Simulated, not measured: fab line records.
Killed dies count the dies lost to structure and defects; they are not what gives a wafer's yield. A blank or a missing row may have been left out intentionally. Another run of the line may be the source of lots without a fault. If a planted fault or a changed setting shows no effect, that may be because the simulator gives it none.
Matching of chambers	flow n5-finfet	rie-diel-02 running N5_BEOL_M3_STRIP_36: 4 sister chambers
The step strips in N2/H2. 4 wafers are shown with their chamber, then 9 later ones without.

== WAFERS WITH THEIR CHAMBER ==
wafer	chamber	showerhead-plenum-p-Torr (Torr)
L086.3	1	2.63
L088.2	0	2.48
L088.5	3	2.69
L088.6	2	2.51

== WAFERS WITHOUT THEIR CHAMBER ==
wafer	showerhead-plenum-p-Torr (Torr)
L089.2	2.69
L089.4	2.51
L089.5	2.51
L090.2	2.51
L090.3	2.63
L090.4	2.48
L097.1	2.50
L097.5	2.62
L097.6	2.47

== WHICH CHAMBER EACH ONE RAN IN ==
wafer	from the rows above	in truth
L089.2	3	3
L089.4	2	2
L089.5	2	2
L090.2	2	2
L090.3	1	1
L090.4	0	0
L097.1	can't be placed: 2 or 0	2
L097.5	1	1
L097.6	0	0
Placed correctly: 8 of 9. Can't be placed from these rows: 1 (the true chamber is among the candidates in 1). Placed wrongly: 0.
How it was worked out, from the rows above alone: a wafer's distance from a chamber is the root of the sum, over the readings, of the square of ((its reading less the chamber's mean) divided by the reading's scatter). If the next closest chamber is less than 2 further off than the closest, the wafer can't be placed; otherwise it belongs to the closest. The mean given for a chamber averages the wafers shown for that chamber. The scatter (one wafer shown for each chamber): square how far every hidden wafer sits from the nearest shown wafer, average those squares and take the square root.
